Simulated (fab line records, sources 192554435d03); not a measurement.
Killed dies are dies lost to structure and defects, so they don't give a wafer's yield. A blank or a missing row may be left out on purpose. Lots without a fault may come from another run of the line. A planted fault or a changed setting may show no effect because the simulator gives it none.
fab line records | flow n5_finfet
record lots=10 wafers=27 last_day=18
route steps=1938 shown SDB@365 HKMG_FIN@400 BEOL_M4@1111
lots that met no fault: from a run of the same line without faults
start_h: hours from the record's first day to the start of the lot's first wafer shown | wait_h: hours since the lot's step before | " the same as in the row above | L1.1+2: a row that stands for several wafers | - no value, or no start given | * or withheld: withheld | < > ~ a bound
route shown NAME@n: a module of which the file shows steps, and the number in the route of the first | usual: mean/standard deviation of fault-free wafers | same: alike in all rows | chamber/n: place in a boat | sites: the reading at each site | _std_site: their standard deviation | _edge_site: outer sites' mean less inner sites' | radius_mm: how far each site lies from the wafer's centre | mask NAME#n: copy n | behind: the tool/chamber that last shaped the wafer | hold: why the lot was held/for how many hours/how that ended | device: the transistor (n, p or np) that didn't switch | end of line: the same wafers' tests at the end of the route | a step without rows: its recipe alone | killed: dies lost to structure and defects at the first sort, not the wafer's yield | map: a wafer's dies, x killed, . not, _ none there
set.NAME: the setting as run; set.NAME@STEP: as run at that earlier step | model.NAME: the simulator's own value behind a step, which no gauge read
steps of the route over a sample of lots; a table a step, a row a wafer
services: from which hour (start_h, from the record's first day; less than 0 if before it) a tool's chamber was out of use, for how many hours, and why
## steps
# step N5_SDB_STRIP_22
# recipe chemistry=N2/H2 power_w=1000 temp_c=250 h2_frac=0.65 overash_fraction=0.3 pressure_mtorr=withheld n2_flow_sccm=1750 h2_flow_sccm=3250
# usual drypump_motor_current_A=5.7/0.47 heater_power_w=346/18 oes_product_au=0.715/0.0048 strip_time_to_endpoint_s=96.3/0.45
# columns lot.wafer tool chamber start_h wait_h drypump_motor_current_A heater_power_w oes_product_au rf_hours_counter_h strip_time_to_endpoint_s
L614.4 plasma_asher-01 0 66.81 0.1 5.1 377 0.721 - 96.5
L614.6 " 1 " " 6.4 340 0.718 - 96.3
L615.1 plasma_asher-01 1 74.03 0.1 6.4 334 0.715 40 95.4
L615.2 " 0 " " 5.1 366 0.713 40 96.2
L615.4 " 1 " " 6.4 339 0.718 - 96.7
L621.2 plasma_asher-02 0 107.75 0.1 5.8 331 0.715 89 96.1
L621.3 " 1 " " 5.5 354 0.704 - 96.8
L621.5 " 0 " " 5.8 324 0.714 - 97.1
L623.4 plasma_asher-02 0 119.93 0.1 5.8 325 0.723 - 96.2
L623.5 " 1 " " 5.5 342 0.722 - 96.9
L623.6 " 0 " " 5.8 330 0.724 - 96.5
L625.1 plasma_asher-01 1 130.53 0.1 6.5 340 0.711 52 95.4
L625.2 " 0 " " 5.1 377 0.716 52 95.7
L625.6 " 0 " " 5.1 377 0.722 - 96.4
L629.2 plasma_asher-02 0 158.41 0.1 5.8 327 0.718 102 96.4
L629.4 " 0 " " 5.8 323 0.718 - 97.1
L629.6 " 0 " " 5.8 326 0.717 - 97.2
L630.1 plasma_asher-01 1 160.84 0.1 6.5 335 0.713 55 96.7
L630.3 " 0 " " 5.1 374 0.719 - 96.2
L630.5 " 1 " " 6.4 338 0.719 - 96.6
L633.1 plasma_asher-01 1 181.80 0.1 6.4 336 0.717 60 96.8
L633.6 " 0 " " 5.1 381 0.713 - 96.8
L636.4 plasma_asher-01 1 203.00 0.1 6.4 343 0.718 - 96.3
L636.5 " 0 " " 5.1 371 0.714 - 95.5
L636.6 " 1 " " 6.5 326 0.710 - 96.9
L637.2 plasma_asher-02 1 205.97 0.1 5.5 344 0.708 111 95.4
L637.4 " 0 " " 5.8 332 0.703 - 96.0
# step N5_SDB_ALD_29
# recipe material=SiNx target_thk_a=300 temp_c=400 ald_precursor_family=SiH2I2 ald_co_reactant=N2/H2-plasma pulse_time_s=1 ald_cycles=600 purge_time_s=2 co_reactant_purge_time_s=2 pressure_torr=2
# usual chamber_pressure_Torr=2.000/0.0042 heater_power_w=857/100 precursor_pulse_height_rel=0.999/0.019 susceptor_temp_C=399.99/0.23
# columns lot.wafer tool chamber start_h wait_h chamber_pressure_Torr heater_power_w precursor_pulse_height_rel since_wet_clean_h susceptor_temp_C
L614.4 ald_sin-01 3 67.42 0.0 2.004 763 1.014 349 399.94
L614.6 " 0 68.77 1.4 2.000 799 0.962 - 399.91
L615.1 ald_sin-01 2 74.52 0.0 2.002 964 0.995 356 400.03
L615.2 " 3 " " 2.004 752 1.015 356 400.19
L615.4 " 0 " " 1.995 792 1.015 356 399.99
L621.2 ald_sin-02 2 109.28 1.0 1.999 736 1.001 101 399.95
L621.3 " 0 " " 2.004 692 0.945 101 400.10
L621.5 " 0 110.64 2.4 2.010 677 0.995 - 400.11
L623.4 ald_sin-02 2 121.76 1.4 2.000 748 1.009 - 399.88
L623.5 " 1 " " 1.998 916 1.023 - 400.07
L623.6 " 0 " " 1.995 690 1.002 - 399.86
L625.1 ald_sin-03 3 131.02 0.0 2.001 824 1.004 321 400.16
L625.2 " 0 " " 1.995 902 1.009 321 400.24
L625.6 " 1 132.37 1.4 1.999 927 1.029 - 400.04
L629.2 ald_sin-02 0 159.82 0.7 2.001 688 0.963 152 399.92
L629.4 " 3 " " 1.993 956 1.000 152 399.83
L629.6 " 1 161.17 2.0 2.004 931 1.028 - 399.71
L630.1 ald_sin-01 3 162.12 0.8 1.997 741 1.028 64 400.05
L630.3 " 1 " " 1.995 1027 0.981 64 399.84
L630.5 " 3 163.48 2.2 2.000 766 0.974 - 400.07
L633.1 ald_sin-01 3 183.45 0.5 2.003 743 1.002 85 400.09
L633.6 " 3 184.80 1.8 1.998 736 1.016 - 399.60
L636.4 ald_sin-02 0 203.45 0.0 2.005 698 1.025 195 400.39
L636.5 " 3 204.80 1.4 1.997 968 0.974 - 400.18
L636.6 " 2 " " 2.000 755 0.965 - 399.69
L637.2 ald_sin-02 0 207.15 0.0 2.004 689 0.969 199 400.04
L637.4 " 1 " " 2.001 927 1.023 199 399.96
# step N5_HKMG_FIN_INSPECT_61
# recipe mode=adi inspect_instrument=macro
# usual raw_defect_count=2.1/1.3
# columns lot.wafer tool chamber start_h wait_h raw_defect_count
L614.4 defect_inspect-02 - 72.06 0.0 2
L614.6 " - " " 1
L615.1 defect_inspect-02 - 82.27 0.0 3
L615.2 " - " " 4
L615.4 " - " " 1
L621.2 defect_inspect-01 - 113.92 0.0 2
L621.3 " - " " 0
L621.5 " - " " 1
L623.4 defect_inspect-02 - 125.09 0.0 5
L623.5 " - " " 0
L623.6 " - " " 3
L625.1 defect_inspect-02 - 135.55 0.0 2
L625.2 " - " " 5
L625.6 " - " " 2
L629.2 defect_inspect-02 - 164.36 0.0 2
L629.4 " - " " 1
L629.6 " - " " 1
L630.1 defect_inspect-01 - 166.93 0.0 1
L630.3 " - " " 1
L630.5 " - " " 2
L633.1 defect_inspect-02 - 188.39 0.0 4
L633.6 " - " " 4
L636.4 defect_inspect-02 - 208.10 0.0 1
L636.5 " - " " 2
L636.6 " - " " 1
L637.2 defect_inspect-02 - 211.88 0.0 1
L637.4 " - " " 4
# step N5_HKMG_FIN_ETCH_54
# recipe chemistry=CF4 target=SiARC target_depth_a=455 mask_material=CAR-ArF time_s=75.8 ion_energy_ev=80 pressure_mtorr=40 source_w=545 bias_w=36 Ar_flow_sccm=100 cf4_flow_sccm=100 ends=cleared
# usual drypump_motor_current_A=5.8/0.43 etch_rf_on_time_s=75.7/2 mfc_ar_sccm=100.0/0.3 oes_product_au=0.64/0.072 rf_fwd_power_W=539.4/2.5 rf_vpp_V=184.5/1 showerhead_plenum_p_Torr=2.17/0.057 throttle_valve_pct=15.68/0.2
# columns lot.wafer tool chamber start_h wait_h drypump_motor_current_A etch_rf_on_time_s mfc_ar_sccm oes_product_au rf_fwd_power_W rf_hours_counter_h rf_vpp_V showerhead_plenum_p_Torr throttle_valve_pct
L614.4 rie_diel-06 1 72.19 0.0 6.5 73.9 100.6 0.63 539.0 212 183.3 2.22 15.68
L614.6 " 1 " " 6.5 74.1 100.1 0.63 535.7 - 184.8 2.22 15.69
L615.1 rie_diel-06 1 82.34 0.0 6.5 73.6 100.2 0.63 536.2 216 186.0 2.22 15.69
L615.2 " 3 " " 5.7 75.0 100.3 0.58 539.5 238 185.4 2.20 15.67
L615.4 " 3 " " 5.7 75.5 100.1 0.59 537.1 - 184.3 2.20 15.67
L621.2 rie_diel-06 1 114.26 0.0 6.5 48.4 100.1 0.80 857.9 229 157.1 2.22 15.71
L621.3 " 0 " " 5.3 52.1 99.9 0.76 862.8 183 155.8 2.07 15.78
L621.5 " 2 " " 6.4 49.9 100.1 0.77 864.6 - 156.6 2.18 15.71
L623.4 rie_diel-06 0 125.53 0.0 5.4 52.0 100.1 0.76 861.7 - 154.8 2.07 15.79
L623.5 " 2 " " 6.4 50.4 99.3 0.77 865.7 - 156.0 2.18 15.73
L623.6 " 1 " " 6.5 48.5 100.0 0.79 860.3 - 157.3 2.22 15.71
L625.1 rie_diel-06 1 135.62 0.0 6.5 48.3 99.9 0.79 858.0 239 157.5 2.21 15.75
L625.2 " 0 " " 5.4 52.2 100.1 0.76 861.5 192 156.1 2.06 15.80
L625.6 " 3 " " 5.7 49.1 99.8 1.05 860.3 - 157.2 2.19 15.24
L629.2 rie_diel-05 0 164.58 0.0 5.3 80.0 99.7 0.77 539.5 8 183.7 2.10 15.39
L629.4 " 3 " " 6.1 76.9 100.0 0.59 542.8 227 184.5 2.11 15.84
L629.6 " 2 " " 5.7 75.4 100.4 0.66 537.6 - 185.1 2.24 15.62
L630.1 rie_diel-04 0 167.15 0.0 5.3 76.1 99.7 0.58 536.5 240 185.9 2.20 15.98
L630.3 " 3 " " 5.4 71.7 100.1 0.63 541.5 226 184.0 2.12 15.95
L630.5 " 1 " " 5.4 75.5 100.1 0.61 540.0 - 183.8 2.20 15.75
L633.1 rie_diel-05 3 188.46 0.0 6.1 76.3 99.9 0.59 541.0 237 181.7 2.11 15.85
L633.6 " 3 " " 6.1 75.7 99.7 0.58 539.1 - 182.6 2.11 15.84
L636.4 rie_diel-04 3 208.19 0.0 5.3 72.5 99.9 0.61 541.8 - 185.0 2.12 15.95
L636.5 " 1 " " 5.4 76.2 99.9 0.60 539.5 - 184.3 2.19 15.79
L636.6 " 2 " " 5.8 74.9 99.2 0.69 543.6 - 183.8 2.25 15.74
L637.2 rie_diel-05 3 211.95 0.0 6.1 76.6 100.1 0.58 540.3 245 182.5 2.11 15.88
L637.4 " 2 " " 5.7 74.7 100.2 0.65 539.1 135 186.0 2.24 15.68
# step N5_BEOL_M4_RC_MEAS_101
# usual DIBL_N=36.1/2 DIBL_P=36.3/2.5 IOFF_N=0.16/0.037 IOFF_P=0.21/0.039 ION_N=678/15 ION_P=465/8.7 SS_N=71.4/0.7 SS_P=73.3/0.74 VT_N=249/3.6 VT_P=-250.0/2.9
# columns lot.wafer tool chamber start_h wait_h DIBL_N[mV/V] DIBL_P[mV/V] IOFF_N[nA/um] IOFF_P[nA/um] ION_N[uA/um] ION_P[uA/um] SS_N[mV/dec] SS_P[mV/dec] VT_N[mV] VT_P[mV]
L614.4 prober-01 0 162.15 0.5 35.5 36.4 0.16 0.26 669 475 72.2 73.6 251 -243.3
L614.6 " 0 " " 33.2 33.5 0.11 0.20 649 462 71.1 72.7 257 -247.6
L615.1 prober-02 0 178.41 0.0 38.3 39.1 0.24 0.29 711 482 71.9 73.6 241 -245.8
L615.2 " 0 " " 35.3 35.5 0.16 0.22 670 465 71.7 71.8 249 -248.4
L615.4 " 0 " " 35.2 36.0 0.16 0.23 671 465 71.8 72.8 245 -249.0
L621.2 prober-02 0 199.78 0.2 32.3 30.4 0.09 0.14 653 459 70.1 71.2 257 -253.7
L621.3 " 0 " " 34.5 33.9 0.12 0.18 666 465 71.4 73.0 251 -250.1
L621.5 " 0 " " 37.8 38.5 0.17 0.25 672 467 71.9 73.8 248 -247.8
L623.4 prober-01 0 234.14 0.5 37.9 37.3 0.18 0.23 687 468 72.1 73.5 250 -248.5
L623.5 " 0 " " 33.9 33.0 0.12 0.17 663 464 71.1 72.9 255 -251.0
L623.6 " 0 " " 37.4 38.3 0.17 0.26 678 469 71.9 74.4 249 -245.3
L625.1 prober-01 0 255.86 0.0 34.2 32.9 0.12 0.19 666 463 70.9 72.2 253 -250.1
L625.2 " 0 " " 35.7 34.2 0.14 0.20 675 466 71.2 73.9 252 -249.2
L625.6 " 0 " " 39.3 38.5 0.20 0.28 667 456 73.3 73.9 247 -248.1
L630.1 prober-02 0 283.95 0.0 32.4 32.2 0.11 0.13 660 448 70.8 71.7 252 -256.9
L630.3 " 0 " " 35.0 36.2 0.15 0.18 670 458 71.6 73.5 250 -254.3
L630.5 " 0 " " 32.9 34.0 0.13 0.16 675 461 70.4 71.8 248 -254.9
L629.2 prober-02 0 285.04 0.7 38.7 38.7 0.22 0.25 690 463 72.0 74.1 246 -247.5
L629.4 " 0 " " 37.1 37.5 0.20 0.23 690 469 71.7 72.8 246 -248.3
L629.6 " 0 " " 38.4 39.5 0.22 0.27 697 469 72.0 74.3 242 -247.3
L633.1 prober-02 0 308.27 0.0 34.5 35.3 0.15 0.20 690 476 71.0 72.5 249 -250.5
L633.6 " 0 " " 34.3 35.2 0.13 0.19 660 453 70.8 72.5 252 -249.1
L637.2 prober-02 0 313.26 0.2 34.2 34.1 0.13 0.18 676 466 70.1 73.3 251 -251.3
L637.4 " 0 " " 36.9 37.5 0.16 0.23 672 468 71.6 74.1 251 -249.1
L636.4 prober-01 0 325.44 0.5 39.8 41.0 0.25 0.31 702 476 72.3 74.4 242 -245.9
L636.5 " 0 " " 36.3 37.9 0.17 0.25 687 474 71.1 74.2 246 -244.9
L636.6 " 0 " " 37.8 38.1 0.21 0.24 689 460 72.4 74.1 244 -248.1
## services
# columns tool chamber start_h hours kind
rie_diel-04 3 43.63 2.5 repair
ald_sin-02 - 53.80 2.8 pm
rie_diel-06 3 59.63 11.1 repair
rie_diel-04 1 64.66 7.4 repair
ald_sin-03 - 77.00 0.6 repair
rie_diel-06 0 80.80 5.8 repair
ald_sin-01 - 85.25 14.0 pm
ald_sin-02 - 93.19 0.3 repair
rie_diel-05 1 102.88 4.1 repair
rie_diel-06 3 109.47 - clean
rie_diel-06 3 109.47 - consumable_replace:focus_ring
rie_diel-06 3 109.47 17.5 scheduled_down
rie_diel-06 3 109.47 17.5 vent_cycle
rie_diel-06 2 127.08 - clean
rie_diel-06 2 127.08 - consumable_replace:focus_ring
plasma_asher-01 - 137.25 14.6 pm
ald_sin-01 - 157.80 2.8 pm
ald_sin-02 - 164.05 2.8 repair
rie_diel-05 0 167.07 5.0 repair
rie_diel-04 2 175.54 3.6 repair
plasma_asher-02 - 178.06 0.3 repair
ald_sin-03 - 178.32 14.0 pm
rie_diel-05 1 183.42 12.0 repair
rie_diel-05 - 205.16 0.7 repair
## key
first_sign step=N5_HKMG_FIN_ETCH_54 reading=rf_fwd_power_W direction=up sigmas=99+ usual=* struck=*
effect step=N5_HKMG_FIN_ETCH_54 reading=rf_vpp_V direction=down sigmas=27 usual=184.5 struck=156.5
met_at N5_HKMG_FIN_ETCH_54
struck_lots L621,L623,L625
baseline_loss step=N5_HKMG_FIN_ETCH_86 wafers=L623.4
not_acting_at N5_SDB_STRIP_22,N5_SDB_ALD_29,N5_HKMG_FIN_INSPECT_61
onset_between 82.34 114.26
fault kind=process_parameter_drift tool=rie_diel-06 chamber=- onset_h=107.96 steps=N5_HKMG_FIN_ETCH_54 channel=source_w offset=327 shape=step end_h=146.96 acts_in=these_recipes_only stated=545
# baseline_loss: these wafers lose ten dies or more at that step, a loss of the line's own and not of a fault; the sort's usual values leave them out
